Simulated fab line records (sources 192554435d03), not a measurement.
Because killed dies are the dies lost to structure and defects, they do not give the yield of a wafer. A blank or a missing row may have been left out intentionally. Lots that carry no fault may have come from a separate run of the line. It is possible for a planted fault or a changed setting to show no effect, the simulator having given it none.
Chamber matching -- flow n5 finfet -- rie diel-03 running N5_BEOL_M5_ETCH_72: 4 sister chambers
The step etches underlayer in N2/H2, target depth 6.5 nm, time 5.2 s. 4 wafers are shown with their chamber, then 10 later ones without.

## EACH WAFER AND ITS CHAMBER
wafer,chamber,showerhead plenum p Torr (Torr)
L090.5,3,2.62
L090.6,0,2.66
L091.1,1,2.51
L091.2,2,2.42

## WAFERS MISSING THEIR CHAMBER
wafer,showerhead plenum p Torr (Torr)
L091.6,2.51
L092.1,2.61
L092.3,2.65
L092.4,2.42
L094.1,2.61
L094.2,2.51
L094.3,2.41
L095.2,2.41
L095.3,2.61
L095.5,2.41

## EACH ONE'S CHAMBER
wafer,from the rows above,in truth
L091.6,1,1
L092.1,3,3
L092.3,0,0
L092.4,2,2
L094.1,3,3
L094.2,1,1
L094.3,2,2
L095.2,2,2
L095.3,3,3
L095.5,2,2
Correctly placed: 10 of 10. From these rows, 0 cannot be placed. Placed wrongly: 0.
How it was worked out, from the rows above alone: a wafer's distance from a chamber is the root of the sum, over the readings, of the square of ((its reading less the chamber's mean) divided by the reading's scatter). The wafer belongs to the nearest chamber; if the next one is less than 2 further off, it can't be placed. A chamber's mean is the mean of its shown wafers. The scatter: with one shown wafer a chamber, the root of the mean of the squares of how far each hidden wafer lies from its nearest shown one.
